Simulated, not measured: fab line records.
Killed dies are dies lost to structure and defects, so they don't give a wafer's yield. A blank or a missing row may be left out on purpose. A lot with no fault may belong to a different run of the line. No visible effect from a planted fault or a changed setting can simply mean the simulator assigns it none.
fab line records / flow nand_harc
[record] lots = 6 wafers = 18 last_day = 33
route steps=1302 shown P_CONTACT@241 P_M0@253
lots untouched by any fault: they come from a run of this same line in which no faults occurred
start_h: hours from the record's opening day to when the first of the lot's shown wafers began / wait_h: hours since the lot's step before / " as in the row above / L1.1+2: several wafers, shown together as one row / - either no value or no given start / * or withheld: withheld / < > ~ a bound
route shown NAME@n: names a module that has steps shown in the file, with the first one's number in the route / usual: the fault-free wafers' mean and standard deviation / same: alike in all rows / chamber/n: place in a boat / sites: readings site by site / _std_site: their standard deviation / _edge_site: mean of outer sites minus mean of inner sites / radius_mm: how far each site lies from the wafer's centre / mask NAME#n: copy n / behind: the most recent tool/chamber to have shaped the wafer / hold: what put the lot on hold/how long, in hours/how the hold closed / device: the transistor (n, p or np) that didn't switch / end of line: tests of these same wafers at the route's end / where a step has no rows: the recipe by itself / killed: not the wafer's yield, but the dies lost to structure and defects at the first sort / map: shows each die of a wafer: x if killed, . if not, _ if none is there
set.NAME: setting as actually run; set.NAME@STEP: the setting as run at that earlier step / model.NAME: the simulator's own value behind a step, which no gauge read
lots at some steps of the route; a table a step, a row a wafer
services: from which hour (start_h, from the record's first day; less than 0 if before it) a tool's chamber was out of use, for how many hours, and why
[[steps]]
[step NHARC_P_CONTACT_CD_MEAS_19]
[usual] cd_nm = 89.7/1.1
lot.wafer=L493.3 tool=cd_sem-01 chamber=- start_h=118.79 wait_h=- cd_nm=88.1
lot.wafer=L493.4 tool=cd_sem-01 chamber=- start_h=118.79 wait_h=- cd_nm=89.2
lot.wafer=L493.6 tool=cd_sem-01 chamber=- start_h=118.79 wait_h=- cd_nm=89.2
lot.wafer=L504.2 tool=cd_sem-02 chamber=- start_h=229.07 wait_h=- cd_nm=90.0
lot.wafer=L504.3 tool=cd_sem-02 chamber=- start_h=229.07 wait_h=- cd_nm=90.3
lot.wafer=L504.4 tool=cd_sem-02 chamber=- start_h=229.07 wait_h=- cd_nm=89.6
lot.wafer=L510.2 tool=cd_sem-02 chamber=- start_h=287.37 wait_h=- cd_nm=89.5
lot.wafer=L510.3 tool=cd_sem-02 chamber=- start_h=287.37 wait_h=- cd_nm=89.2
lot.wafer=L510.5 tool=cd_sem-02 chamber=- start_h=287.37 wait_h=- cd_nm=88.5
lot.wafer=L512.2 tool=cd_sem-03 chamber=- start_h=303.36 wait_h=- cd_nm=95.2
lot.wafer=L512.3 tool=cd_sem-03 chamber=- start_h=303.36 wait_h=- cd_nm=93.5
lot.wafer=L512.4 tool=cd_sem-03 chamber=- start_h=303.36 wait_h=- cd_nm=94.6
lot.wafer=L513.2 tool=cd_sem-02 chamber=- start_h=323.91 wait_h=- cd_nm=88.3
lot.wafer=L513.3 tool=cd_sem-02 chamber=- start_h=323.91 wait_h=- cd_nm=90.7
lot.wafer=L513.6 tool=cd_sem-02 chamber=- start_h=323.91 wait_h=- cd_nm=91.4
lot.wafer=L515.1 tool=cd_sem-02 chamber=- start_h=349.69 wait_h=- cd_nm=89.3
lot.wafer=L515.3 tool=cd_sem-02 chamber=- start_h=349.69 wait_h=- cd_nm=90.6
lot.wafer=L515.5 tool=cd_sem-02 chamber=- start_h=349.69 wait_h=- cd_nm=88.0
[step NHARC_P_CONTACT_STRIP_28]
[recipe] o2_flow_sccm = 500 ar_flow_sccm = 0 bias_w = 0 chemistry = O2
[usual] chamber_pressure_mTorr = 59.99/0.059 drypump_motor_current_A = 5.8/0.55 oes_product_au = 1.000/0.0081 rf_vpp_V = 57.6/0.88 showerhead_plenum_p_Torr = 3.42/0.11 throttle_valve_pct = 17.037/0.0086
lot.wafer=L493.3 tool=rie_diel-03 chamber=0 start_h=118.86 wait_h=0.1 chamber_pressure_mTorr=59.95 drypump_motor_current_A=4.7 oes_product_au=1.001 rf_hours_counter_h=0 rf_vpp_V=56.5 showerhead_plenum_p_Torr=3.38 throttle_valve_pct=17.023
lot.wafer=L493.4 tool=rie_diel-03 chamber=3 start_h=118.86 wait_h=0.1 chamber_pressure_mTorr=60.00 drypump_motor_current_A=4.9 oes_product_au=1.008 rf_hours_counter_h=0 rf_vpp_V=57.2 showerhead_plenum_p_Torr=3.64 throttle_valve_pct=17.042
lot.wafer=L493.6 tool=rie_diel-03 chamber=0 start_h=118.86 wait_h=0.1 chamber_pressure_mTorr=60.05 drypump_motor_current_A=4.7 oes_product_au=1.008 rf_hours_counter_h=- rf_vpp_V=56.2 showerhead_plenum_p_Torr=3.38 throttle_valve_pct=17.011
lot.wafer=L504.4 tool=rie_diel-04 chamber=0 start_h=229.14 wait_h=0.1 chamber_pressure_mTorr=60.10 drypump_motor_current_A=5.6 oes_product_au=1.016 rf_hours_counter_h=3 rf_vpp_V=58.2 showerhead_plenum_p_Torr=3.44 throttle_valve_pct=17.034
lot.wafer=L504.2 tool=rie_diel-04 chamber=1 start_h=229.14 wait_h=0.1 chamber_pressure_mTorr=60.07 drypump_motor_current_A=6.2 oes_product_au=1.011 rf_hours_counter_h=2 rf_vpp_V=57.0 showerhead_plenum_p_Torr=3.31 throttle_valve_pct=17.038
lot.wafer=L504.3 tool=rie_diel-04 chamber=3 start_h=229.14 wait_h=0.1 chamber_pressure_mTorr=59.96 drypump_motor_current_A=6.1 oes_product_au=0.997 rf_hours_counter_h=3 rf_vpp_V=56.8 showerhead_plenum_p_Torr=3.42 throttle_valve_pct=17.031
lot.wafer=L510.3 tool=rie_diel-06 chamber=0 start_h=287.47 wait_h=0.1 chamber_pressure_mTorr=59.95 drypump_motor_current_A=5.8 oes_product_au=1.002 rf_hours_counter_h=3 rf_vpp_V=57.1 showerhead_plenum_p_Torr=3.47 throttle_valve_pct=17.039
lot.wafer=L510.2 tool=rie_diel-06 chamber=2 start_h=287.47 wait_h=0.1 chamber_pressure_mTorr=59.98 drypump_motor_current_A=6.6 oes_product_au=0.986 rf_hours_counter_h=4 rf_vpp_V=58.0 showerhead_plenum_p_Torr=3.36 throttle_valve_pct=17.047
lot.wafer=L510.5 tool=rie_diel-06 chamber=3 start_h=287.47 wait_h=0.1 chamber_pressure_mTorr=60.00 drypump_motor_current_A=5.6 oes_product_au=0.996 rf_hours_counter_h=- rf_vpp_V=57.0 showerhead_plenum_p_Torr=3.33 throttle_valve_pct=17.027
lot.wafer=L512.3 tool=rie_diel-06 chamber=2 start_h=303.43 wait_h=0.1 chamber_pressure_mTorr=59.99 drypump_motor_current_A=6.6 oes_product_au=0.984 rf_hours_counter_h=4 rf_vpp_V=56.8 showerhead_plenum_p_Torr=3.36 throttle_valve_pct=17.026
lot.wafer=L512.2 tool=rie_diel-06 chamber=3 start_h=303.43 wait_h=0.1 chamber_pressure_mTorr=59.92 drypump_motor_current_A=5.5 oes_product_au=0.988 rf_hours_counter_h=4 rf_vpp_V=58.0 showerhead_plenum_p_Torr=3.33 throttle_valve_pct=17.028
lot.wafer=L512.4 tool=rie_diel-06 chamber=0 start_h=303.43 wait_h=0.1 chamber_pressure_mTorr=59.93 drypump_motor_current_A=5.8 oes_product_au=0.996 rf_hours_counter_h=3 rf_vpp_V=57.9 showerhead_plenum_p_Torr=3.47 throttle_valve_pct=17.035
lot.wafer=L513.3 tool=rie_diel-04 chamber=0 start_h=323.98 wait_h=0.1 chamber_pressure_mTorr=59.97 drypump_motor_current_A=5.6 oes_product_au=1.002 rf_hours_counter_h=10 rf_vpp_V=57.6 showerhead_plenum_p_Torr=3.44 throttle_valve_pct=17.045
lot.wafer=L513.2 tool=rie_diel-04 chamber=1 start_h=323.98 wait_h=0.1 chamber_pressure_mTorr=59.98 drypump_motor_current_A=6.3 oes_product_au=0.995 rf_hours_counter_h=8 rf_vpp_V=57.0 showerhead_plenum_p_Torr=3.31 throttle_valve_pct=17.040
lot.wafer=L513.6 tool=rie_diel-04 chamber=0 start_h=323.98 wait_h=0.1 chamber_pressure_mTorr=60.03 drypump_motor_current_A=5.6 oes_product_au=0.992 rf_hours_counter_h=- rf_vpp_V=56.9 showerhead_plenum_p_Torr=3.44 throttle_valve_pct=17.027
lot.wafer=L515.3 tool=rie_diel-04 chamber=1 start_h=349.76 wait_h=0.1 chamber_pressure_mTorr=60.00 drypump_motor_current_A=6.2 oes_product_au=1.014 rf_hours_counter_h=10 rf_vpp_V=56.5 showerhead_plenum_p_Torr=3.31 throttle_valve_pct=17.038
lot.wafer=L515.1 tool=rie_diel-04 chamber=3 start_h=349.76 wait_h=0.1 chamber_pressure_mTorr=60.03 drypump_motor_current_A=6.1 oes_product_au=1.005 rf_hours_counter_h=10 rf_vpp_V=58.3 showerhead_plenum_p_Torr=3.42 throttle_valve_pct=17.050
lot.wafer=L515.5 tool=rie_diel-04 chamber=2 start_h=349.76 wait_h=0.1 chamber_pressure_mTorr=60.13 drypump_motor_current_A=6.0 oes_product_au=1.001 rf_hours_counter_h=- rf_vpp_V=58.8 showerhead_plenum_p_Torr=3.39 throttle_valve_pct=17.052
[step NHARC_P_CONTACT_STRIP_29]
[recipe] time_s = 1200 temp_c = 72.5 chemistry = post_etch_residue_remover
[step NHARC_P_CONTACT_DEGAS_38]
[recipe] temp_c = 300 time_s = 60
[usual] heater_power_w = 452/47
lot.wafer=L493.3 tool=pvd_sputter-03 chamber=- start_h=119.50 wait_h=- heater_power_w=445
lot.wafer=L493.4 tool=pvd_sputter-03 chamber=- start_h=119.50 wait_h=- heater_power_w=367
lot.wafer=L493.6 tool=pvd_sputter-03 chamber=- start_h=119.50 wait_h=- heater_power_w=447
lot.wafer=L504.4 tool=pvd_sputter-02 chamber=- start_h=229.80 wait_h=- heater_power_w=475
lot.wafer=L504.2 tool=pvd_sputter-02 chamber=- start_h=229.80 wait_h=- heater_power_w=427
lot.wafer=L504.3 tool=pvd_sputter-02 chamber=- start_h=229.80 wait_h=- heater_power_w=545
lot.wafer=L510.2 tool=pvd_sputter-03 chamber=- start_h=288.11 wait_h=- heater_power_w=473
lot.wafer=L510.3 tool=pvd_sputter-03 chamber=- start_h=288.11 wait_h=- heater_power_w=442
lot.wafer=L510.5 tool=pvd_sputter-03 chamber=- start_h=288.11 wait_h=- heater_power_w=476
lot.wafer=L512.4 tool=pvd_sputter-01 chamber=- start_h=304.07 wait_h=- heater_power_w=487
lot.wafer=L512.3 tool=pvd_sputter-01 chamber=- start_h=304.07 wait_h=- heater_power_w=432
lot.wafer=L512.2 tool=pvd_sputter-01 chamber=- start_h=304.07 wait_h=- heater_power_w=492
lot.wafer=L513.2 tool=pvd_sputter-01 chamber=- start_h=324.63 wait_h=- heater_power_w=443
lot.wafer=L513.3 tool=pvd_sputter-01 chamber=- start_h=324.63 wait_h=- heater_power_w=473
lot.wafer=L513.6 tool=pvd_sputter-01 chamber=- start_h=324.63 wait_h=- heater_power_w=391
lot.wafer=L515.3 tool=pvd_sputter-02 chamber=- start_h=350.40 wait_h=- heater_power_w=504
lot.wafer=L515.1 tool=pvd_sputter-02 chamber=- start_h=350.40 wait_h=- heater_power_w=421
lot.wafer=L515.5 tool=pvd_sputter-02 chamber=- start_h=350.40 wait_h=- heater_power_w=423
[step NHARC_P_CONTACT_PRE_CLEAN_39]
[recipe] time_s = 19.5 bias_v = 250 gas = Ar
[step NHARC_P_CONTACT_PVD_32]
[recipe] target_thk_a = 50 chamber_pressure_pa = 5 power_w = 5000 substrate_temp_c = 200 time_s = 17.7 material = Ti
[usual] throttle_valve_pct = 30.3/0.8
lot.wafer=L493.4 tool=pvd_sputter-03 chamber=- start_h=- wait_h=- throttle_valve_pct=30.2
lot.wafer=L493.3 tool=pvd_sputter-03 chamber=- start_h=- wait_h=- throttle_valve_pct=30.4
lot.wafer=L493.6 tool=pvd_sputter-03 chamber=- start_h=- wait_h=- throttle_valve_pct=30.5
lot.wafer=L504.2 tool=pvd_sputter-02 chamber=- start_h=- wait_h=- throttle_valve_pct=30.2
lot.wafer=L504.3 tool=pvd_sputter-02 chamber=- start_h=- wait_h=- throttle_valve_pct=31.2
lot.wafer=L504.4 tool=pvd_sputter-02 chamber=- start_h=- wait_h=- throttle_valve_pct=30.4
lot.wafer=L510.3 tool=pvd_sputter-03 chamber=- start_h=- wait_h=- throttle_valve_pct=30.1
lot.wafer=L510.2 tool=pvd_sputter-03 chamber=- start_h=- wait_h=- throttle_valve_pct=29.9
lot.wafer=L510.5 tool=pvd_sputter-03 chamber=- start_h=- wait_h=- throttle_valve_pct=31.5
lot.wafer=L512.4 tool=pvd_sputter-01 chamber=- start_h=- wait_h=- throttle_valve_pct=29.1
lot.wafer=L512.3 tool=pvd_sputter-01 chamber=- start_h=- wait_h=- throttle_valve_pct=29.9
lot.wafer=L512.2 tool=pvd_sputter-01 chamber=- start_h=- wait_h=- throttle_valve_pct=29.8
lot.wafer=L513.3 tool=pvd_sputter-01 chamber=- start_h=- wait_h=- throttle_valve_pct=29.8
lot.wafer=L513.2 tool=pvd_sputter-01 chamber=- start_h=- wait_h=- throttle_valve_pct=29.6
lot.wafer=L513.6 tool=pvd_sputter-01 chamber=- start_h=- wait_h=- throttle_valve_pct=28.6
lot.wafer=L515.3 tool=pvd_sputter-02 chamber=- start_h=- wait_h=- throttle_valve_pct=30.6
lot.wafer=L515.1 tool=pvd_sputter-02 chamber=- start_h=- wait_h=- throttle_valve_pct=29.9
lot.wafer=L515.5 tool=pvd_sputter-02 chamber=- start_h=- wait_h=- throttle_valve_pct=31.1
[step NHARC_P_CONTACT_ALD_22]
[recipe] target_thk_a = 30 pulse_time_s = 1 ald_cycles = 150 temp_c = 450 material = TiN
[usual] heater_power_w = 1087/88 precursor_pulse_height_rel = 1.000/0.019
[same] ald_cycles = 150
lot.wafer=L493.3 tool=ald_metal-03 chamber=0 start_h=119.73 wait_h=- heater_power_w=1122 precursor_pulse_height_rel=0.997
lot.wafer=L493.4 tool=ald_metal-03 chamber=0 start_h=119.73 wait_h=- heater_power_w=1104 precursor_pulse_height_rel=0.984
lot.wafer=L493.6 tool=ald_metal-03 chamber=2 start_h=119.73 wait_h=- heater_power_w=1254 precursor_pulse_height_rel=0.996
lot.wafer=L504.3 tool=ald_metal-03 chamber=3 start_h=230.03 wait_h=- heater_power_w=1114 precursor_pulse_height_rel=1.020
lot.wafer=L504.4 tool=ald_metal-03 chamber=0 start_h=230.03 wait_h=- heater_power_w=1084 precursor_pulse_height_rel=1.006
lot.wafer=L504.2 tool=ald_metal-03 chamber=1 start_h=230.03 wait_h=- heater_power_w=1056 precursor_pulse_height_rel=1.031
lot.wafer=L510.3 tool=ald_metal-03 chamber=0 start_h=288.37 wait_h=- heater_power_w=1057 precursor_pulse_height_rel=0.972
lot.wafer=L510.2 tool=ald_metal-03 chamber=2 start_h=288.37 wait_h=- heater_power_w=1239 precursor_pulse_height_rel=1.025
lot.wafer=L510.5 tool=ald_metal-03 chamber=0 start_h=288.37 wait_h=- heater_power_w=1069 precursor_pulse_height_rel=0.984
lot.wafer=L512.2 tool=ald_metal-01 chamber=2 start_h=304.33 wait_h=- heater_power_w=1080 precursor_pulse_height_rel=0.986
lot.wafer=L512.3 tool=ald_metal-01 chamber=3 start_h=304.33 wait_h=- heater_power_w=1140 precursor_pulse_height_rel=0.972
lot.wafer=L512.4 tool=ald_metal-01 chamber=0 start_h=304.33 wait_h=- heater_power_w=1140 precursor_pulse_height_rel=0.982
lot.wafer=L513.2 tool=ald_metal-04 chamber=2 start_h=324.86 wait_h=- heater_power_w=1006 precursor_pulse_height_rel=1.008
lot.wafer=L513.3 tool=ald_metal-04 chamber=0 start_h=324.86 wait_h=- heater_power_w=1077 precursor_pulse_height_rel=0.962
lot.wafer=L513.6 tool=ald_metal-04 chamber=3 start_h=324.86 wait_h=- heater_power_w=1280 precursor_pulse_height_rel=0.994
lot.wafer=L515.3 tool=ald_metal-03 chamber=2 start_h=350.67 wait_h=- heater_power_w=1242 precursor_pulse_height_rel=1.000
lot.wafer=L515.1 tool=ald_metal-03 chamber=0 start_h=350.67 wait_h=- heater_power_w=1086 precursor_pulse_height_rel=1.000
lot.wafer=L515.5 tool=ald_metal-03 chamber=2 start_h=350.67 wait_h=- heater_power_w=1249 precursor_pulse_height_rel=0.971
[step NHARC_P_CONTACT_CVD_23]
[recipe] target_thk_a = 2000 temp_c = 300 pressure_torr = 40 wf6_flow_sccm = 40 h2_flow_sccm = 1600 ar_flow_sccm = 1560 time_s = 557 material = W
[usual] heater_power_w = 476/43 throttle_valve_pct = 7.9/0.32
lot.wafer=L493.4 tool=cvd_w-01 chamber=0 start_h=- wait_h=- heater_power_w=454 throttle_valve_pct=7.4
lot.wafer=L493.3 tool=cvd_w-01 chamber=1 start_h=- wait_h=- heater_power_w=457 throttle_valve_pct=8.2
lot.wafer=L493.6 tool=cvd_w-01 chamber=1 start_h=- wait_h=- heater_power_w=435 throttle_valve_pct=7.9
lot.wafer=L504.2 tool=cvd_w-01 chamber=1 start_h=- wait_h=- heater_power_w=423 throttle_valve_pct=7.4
lot.wafer=L504.3 tool=cvd_w-01 chamber=1 start_h=- wait_h=- heater_power_w=431 throttle_valve_pct=7.8
lot.wafer=L504.4 tool=cvd_w-01 chamber=0 start_h=- wait_h=- heater_power_w=450 throttle_valve_pct=7.6
lot.wafer=L510.2 tool=cvd_w-02 chamber=0 start_h=- wait_h=- heater_power_w=476 throttle_valve_pct=8.0
lot.wafer=L510.3 tool=cvd_w-02 chamber=0 start_h=- wait_h=- heater_power_w=469 throttle_valve_pct=8.2
lot.wafer=L510.5 tool=cvd_w-02 chamber=1 start_h=- wait_h=- heater_power_w=526 throttle_valve_pct=7.9
lot.wafer=L512.2 tool=cvd_w-01 chamber=1 start_h=- wait_h=- heater_power_w=429 throttle_valve_pct=7.8
lot.wafer=L512.4 tool=cvd_w-01 chamber=1 start_h=- wait_h=- heater_power_w=435 throttle_valve_pct=7.9
lot.wafer=L512.3 tool=cvd_w-01 chamber=0 start_h=- wait_h=- heater_power_w=447 throttle_valve_pct=7.4
lot.wafer=L513.2 tool=cvd_w-02 chamber=0 start_h=- wait_h=- heater_power_w=473 throttle_valve_pct=8.1
lot.wafer=L513.3 tool=cvd_w-02 chamber=1 start_h=- wait_h=- heater_power_w=554 throttle_valve_pct=8.0
lot.wafer=L513.6 tool=cvd_w-02 chamber=0 start_h=- wait_h=- heater_power_w=468 throttle_valve_pct=8.0
lot.wafer=L515.1 tool=cvd_w-02 chamber=0 start_h=- wait_h=- heater_power_w=470 throttle_valve_pct=8.0
lot.wafer=L515.3 tool=cvd_w-02 chamber=0 start_h=- wait_h=- heater_power_w=479 throttle_valve_pct=7.9
lot.wafer=L515.5 tool=cvd_w-02 chamber=1 start_h=- wait_h=- heater_power_w=553 throttle_valve_pct=7.7
[step NHARC_P_CONTACT_CMP_24]
[recipe] t_overpolish_s = 30 target_thk_nm = 200
[step NHARC_P_CONTACT_SRD_26]
[step NHARC_P_CONTACT_INSPECT_27]
[usual] raw_defect_count = 287/120
lot.wafer=L493.3 tool=defect_inspect-02 chamber=- start_h=121.03 wait_h=0.1 raw_defect_count=206
lot.wafer=L493.4 tool=defect_inspect-02 chamber=- start_h=121.03 wait_h=0.1 raw_defect_count=324
lot.wafer=L493.6 tool=defect_inspect-02 chamber=- start_h=121.03 wait_h=0.1 raw_defect_count=227
lot.wafer=L504.2 tool=defect_inspect-02 chamber=- start_h=231.29 wait_h=0.1 raw_defect_count=239
lot.wafer=L504.3 tool=defect_inspect-02 chamber=- start_h=231.29 wait_h=0.1 raw_defect_count=234
lot.wafer=L504.4 tool=defect_inspect-02 chamber=- start_h=231.29 wait_h=0.1 raw_defect_count=165
lot.wafer=L510.2 tool=defect_inspect-02 chamber=- start_h=289.61 wait_h=0.1 raw_defect_count=304
lot.wafer=L510.3 tool=defect_inspect-02 chamber=- start_h=289.61 wait_h=0.1 raw_defect_count=193
lot.wafer=L510.5 tool=defect_inspect-02 chamber=- start_h=289.61 wait_h=0.1 raw_defect_count=173
lot.wafer=L512.2 tool=defect_inspect-01 chamber=- start_h=305.55 wait_h=0.1 raw_defect_count=284
lot.wafer=L512.3 tool=defect_inspect-01 chamber=- start_h=305.55 wait_h=0.1 raw_defect_count=193
lot.wafer=L512.4 tool=defect_inspect-01 chamber=- start_h=305.55 wait_h=0.1 raw_defect_count=239
lot.wafer=L513.2 tool=defect_inspect-01 chamber=- start_h=326.13 wait_h=0.1 raw_defect_count=206
lot.wafer=L513.3 tool=defect_inspect-01 chamber=- start_h=326.13 wait_h=0.1 raw_defect_count=148
lot.wafer=L513.6 tool=defect_inspect-01 chamber=- start_h=326.13 wait_h=0.1 raw_defect_count=353
lot.wafer=L515.1 tool=defect_inspect-01 chamber=- start_h=351.90 wait_h=0.1 raw_defect_count=390
lot.wafer=L515.3 tool=defect_inspect-01 chamber=- start_h=351.90 wait_h=0.1 raw_defect_count=382
lot.wafer=L515.5 tool=defect_inspect-01 chamber=- start_h=351.90 wait_h=0.1 raw_defect_count=335
[step NHARC_P_M0_DEP_00]
[recipe] target_thk_a = 1500 target_thk_nm = 150 temp_c = withheld pressure_torr = 5 flow_sccm = 200 rf_w = 600 material = SiOC
[usual] chamber_pressure_Torr = 5.001/0.011 rf_fwd_power_W = 598.7/1.9 showerhead_vpp_V = 1500/80
lot.wafer=L493.3 tool=pecvd-03 chamber=1 start_h=121.31 wait_h=0.3 chamber_pressure_Torr=5.003 rf_fwd_power_W=600.9 showerhead_vpp_V=1468
lot.wafer=L493.6 tool=pecvd-03 chamber=1 start_h=121.31 wait_h=0.3 chamber_pressure_Torr=5.017 rf_fwd_power_W=599.6 showerhead_vpp_V=1454
lot.wafer=L493.4 tool=pecvd-03 chamber=2 start_h=121.31 wait_h=0.3 chamber_pressure_Torr=4.996 rf_fwd_power_W=597.0 showerhead_vpp_V=1573
lot.wafer=L504.2 tool=pecvd-01 chamber=1 start_h=231.39 wait_h=0.1 chamber_pressure_Torr=4.999 rf_fwd_power_W=600.9 showerhead_vpp_V=1491
lot.wafer=L504.3 tool=pecvd-01 chamber=0 start_h=231.39 wait_h=0.1 chamber_pressure_Torr=5.012 rf_fwd_power_W=597.7 showerhead_vpp_V=1534
lot.wafer=L504.4 tool=pecvd-01 chamber=0 start_h=231.39 wait_h=0.1 chamber_pressure_Torr=4.992 rf_fwd_power_W=596.6 showerhead_vpp_V=1597
lot.wafer=L510.2 tool=pecvd-01 chamber=2 start_h=289.73 wait_h=0.1 chamber_pressure_Torr=- rf_fwd_power_W=- showerhead_vpp_V=-
lot.wafer=L510.3 tool=pecvd-01 chamber=0 start_h=289.73 wait_h=0.1 chamber_pressure_Torr=- rf_fwd_power_W=- showerhead_vpp_V=-
lot.wafer=L510.5 tool=pecvd-01 chamber=0 start_h=289.73 wait_h=0.1 chamber_pressure_Torr=- rf_fwd_power_W=- showerhead_vpp_V=-
lot.wafer=L512.3 tool=pecvd-03 chamber=2 start_h=305.62 wait_h=0.1 chamber_pressure_Torr=- rf_fwd_power_W=- showerhead_vpp_V=-
lot.wafer=L512.2 tool=pecvd-03 chamber=1 start_h=305.62 wait_h=0.1 chamber_pressure_Torr=- rf_fwd_power_W=- showerhead_vpp_V=-
lot.wafer=L512.4 tool=pecvd-03 chamber=2 start_h=305.62 wait_h=0.1 chamber_pressure_Torr=- rf_fwd_power_W=- showerhead_vpp_V=-
lot.wafer=L513.3 tool=pecvd-01 chamber=2 start_h=326.25 wait_h=0.1 chamber_pressure_Torr=4.986 rf_fwd_power_W=600.4 showerhead_vpp_V=1484
lot.wafer=L513.2 tool=pecvd-01 chamber=0 start_h=326.25 wait_h=0.1 chamber_pressure_Torr=5.003 rf_fwd_power_W=597.0 showerhead_vpp_V=1548
lot.wafer=L513.6 tool=pecvd-01 chamber=2 start_h=326.25 wait_h=0.1 chamber_pressure_Torr=4.996 rf_fwd_power_W=601.2 showerhead_vpp_V=1494
lot.wafer=L515.1 tool=pecvd-03 chamber=1 start_h=351.97 wait_h=0.1 chamber_pressure_Torr=5.018 rf_fwd_power_W=598.6 showerhead_vpp_V=1442
lot.wafer=L515.3 tool=pecvd-03 chamber=2 start_h=351.97 wait_h=0.1 chamber_pressure_Torr=5.017 rf_fwd_power_W=597.9 showerhead_vpp_V=1559
lot.wafer=L515.5 tool=pecvd-03 chamber=1 start_h=351.97 wait_h=0.1 chamber_pressure_Torr=5.029 rf_fwd_power_W=599.8 showerhead_vpp_V=1451
[step NHARC_P_M0_DEHYDRATE_01]
[recipe] temp_c = 150 time_s = 120
[[services]]
tool=pvd_sputter-01 chamber=- start_h=95.48 hours=3.2 kind=repair
tool=pvd_sputter-02 chamber=- start_h=104.00 hours=10.0 kind=pm
tool=cvd_w-01 chamber=0 start_h=108.37 hours=3.6 kind=repair
tool=ald_metal-03 chamber=1 start_h=119.53 hours=5.4 kind=repair
tool=pecvd-01 chamber=- start_h=130.68 hours=13.0 kind=pm
tool=pvd_sputter-02 chamber=- start_h=138.90 hours=4.1 kind=repair
tool=pvd_sputter-01 chamber=- start_h=156.58 hours=5.9 kind=repair
tool=rie_diel-04 chamber=1 start_h=166.08 hours=16.0 kind=repair
tool=pvd_sputter-03 chamber=- start_h=168.54 hours=2.1 kind=repair
tool=pvd_sputter-01 chamber=- start_h=169.99 hours=3.9 kind=repair
tool=rie_diel-04 chamber=- start_h=177.90 hours=9.0 kind=pm
tool=ald_metal-03 chamber=- start_h=179.60 hours=0.6 kind=repair
tool=pvd_sputter-01 chamber=- start_h=180.12 hours=8.5 kind=repair
tool=cvd_w-01 chamber=- start_h=185.00 hours=13.0 kind=pm
tool=pecvd-03 chamber=- start_h=185.16 hours=13.0 kind=pm
tool=rie_diel-04 chamber=1 start_h=196.45 hours=12.1 kind=repair
tool=cvd_w-02 chamber=1 start_h=203.44 hours=14.2 kind=repair
tool=rie_diel-04 chamber=2 start_h=208.89 hours=6.7 kind=repair
tool=ald_metal-03 chamber=- start_h=212.00 hours=10.0 kind=pm
tool=pvd_sputter-01 chamber=- start_h=226.00 hours=10.0 kind=pm
tool=pvd_sputter-01 chamber=- start_h=243.73 hours=0.8 kind=repair
tool=pvd_sputter-02 chamber=- start_h=282.00 hours=10.0 kind=pm
tool=pvd_sputter-03 chamber=- start_h=335.52 hours=4.4 kind=repair
tool=pvd_sputter-03 chamber=- start_h=348.63 hours=10.0 kind=pm
[[key]]
[first_sign] step = NHARC_P_M0_DEP_00 reading = tool_record direction = missing
effect none on later readings
met_at NHARC_P_M0_DEP_00
struck_wafers L510.2,L510.3,L510.5,L512.2,L512.3,L512.4
later_rows_left_out L510.2,L510.3,L510.5,L512.2,L512.3,L512.4
sort_left_out L510.2,L510.3,L510.5,L512.2,L512.3,L512.4
[loop_trim] step = NHARC_P_CONTACT_EXPOSE_09 setting = dose lots = L512
onset_between 231.39 289.73
[fault] kind = skipped_step_whole tool = pecvd-01,pecvd-03 chamber = - onset_h = 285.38 steps = NHARC_P_M0_DEP_00 scope = struck_lots_only
// sort_left_out: the simulated sort isn't trusted on such a fault, so these wafers' sort isn't shown, and their yield isn't known
// later_rows_left_out: the simulator's readings of these wafers behind a module that went badly wrong aren't trusted and aren't shown, but for the sort
// loop_trim: a control loop set the setting to another value than it would have without faults
